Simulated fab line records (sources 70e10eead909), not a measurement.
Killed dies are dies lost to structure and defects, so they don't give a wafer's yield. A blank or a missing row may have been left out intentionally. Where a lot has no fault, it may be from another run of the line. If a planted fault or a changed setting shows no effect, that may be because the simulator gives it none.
Matching of chambers | flow nand harc | NHARC_P_M1_STRIP_18 on rie diel-02 has 4 sister chambers
The step strips in N2/H2. 8 wafers are shown with their chamber, then 9 later ones without.

EACH WAFER AND ITS CHAMBER
wafer  | chamber | drypump motor current A (A) | rf vpp V (V)
L086.2 | 3       | 6.63                        | 89.5
L086.4 | 2       | 5.53                        | 90.8
L089.1 | 1       | 6.10                        | 91.3
L089.4 | 0       | 5.74                        | 90.8
L089.5 | 0       | 5.73                        | 90.2
L088.3 | 1       | 6.13                        | 90.6
L088.4 | 3       | 6.64                        | 88.6
L088.5 | 2       | 5.51                        | 91.9

WAFERS WITH NO CHAMBER GIVEN
wafer  | drypump motor current A (A) | rf vpp V (V)
L092.2 | 6.66                        | 90.1
L092.3 | 6.11                        | 90.3
L092.6 | 5.73                        | 91.8
L093.2 | 6.61                        | 89.9
L093.3 | 5.76                        | 90.1
L093.4 | 6.13                        | 90.9
L097.3 | 5.53                        | 90.6
L097.4 | 5.75                        | 89.8
L097.6 | 5.52                        | 90.0

WHICH CHAMBER EACH WENT THROUGH
wafer  | from the rows above | in truth
L092.2 | 3                   | 3
L092.3 | 1                   | 1
L092.6 | 0                   | 0
L093.2 | 3                   | 3
L093.3 | 0                   | 0
L093.4 | 1                   | 1
L097.3 | 2                   | 2
L097.4 | 0                   | 0
L097.6 | 2                   | 2
Correct placement for 9 of the 9. Left unplaced by these rows: 0. Placed wrongly: 0.
How it was worked out, from the rows above alone: a wafer's distance from a chamber is the root of the sum, over the readings, of the square of ((its reading less the chamber's mean) divided by the reading's scatter). If the next closest chamber is less than 2 further off than the closest, the wafer can't be placed; otherwise it belongs to the closest. For every chamber, the mean is computed from those of its wafers that are shown. The scatter is the square root of a quotient: the sum, over the shown wafers, of each reading's squared deviation from its chamber's mean, divided by wafers minus chambers.
